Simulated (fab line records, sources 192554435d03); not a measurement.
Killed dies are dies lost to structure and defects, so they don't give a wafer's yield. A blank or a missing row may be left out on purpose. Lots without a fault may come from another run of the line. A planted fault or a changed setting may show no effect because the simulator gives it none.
Chamber matching | flow n5_finfet | N5_GATE_CUT_PECVD_57 on pecvd-03: 3 sister chambers
The step deposits SiNx from SiH4/NH3/N2, target thk 21 nm. 6 wafers are shown with their chamber, then 9 later ones without.

WAFERS WITH THEIR CHAMBER
wafer  | chamber | throttle_valve_pct (%) | showerhead_plenum_p_Torr (Torr)
L080.5 | 1       | 43.8                   | 5.17
L084.3 | 1       | 43.9                   | 5.18
L084.6 | 2       | 36.9                   | 5.07
L085.2 | 0       | 41.3                   | 5.17
L085.5 | 2       | 37.2                   | 5.06
L085.6 | 0       | 41.0                   | 5.18

WAFERS WITHOUT THEIR CHAMBER
wafer  | throttle_valve_pct (%) | showerhead_plenum_p_Torr (Torr)
L092.4 | 37.1                   | 5.05
L092.5 | 37.3                   | 5.07
L092.6 | 40.9                   | 5.17
L093.1 | 37.3                   | 5.06
L093.4 | 37.3                   | 5.06
L093.6 | 37.1                   | 5.07
L094.1 | 37.0                   | 5.07
L094.2 | 41.0                   | 5.19
L094.3 | 37.1                   | 5.08

WHICH CHAMBER EACH WENT THROUGH
wafer  | from the rows above | in truth
L092.4 | 2                   | 2
L092.5 | 2                   | 2
L092.6 | 0                   | 0
L093.1 | 2                   | 2
L093.4 | 2                   | 2
L093.6 | 2                   | 2
L094.1 | 2                   | 2
L094.2 | 0                   | 0
L094.3 | 2                   | 2
Placed correctly: 9 of 9. Can't be placed from these rows: 0. Placed wrongly: 0.
How it was worked out, from the rows above alone: a wafer's distance from a chamber is the root of the sum, over the readings, of the square of ((its reading less the chamber's mean) divided by the reading's scatter). The wafer belongs to the nearest chamber; if the next one is less than 2 further off, it can't be placed. A chamber's mean is the mean of its shown wafers. The scatter: the root of (the sum of the squares of (reading less its chamber's mean) over the shown wafers, divided by (wafers less chambers)).
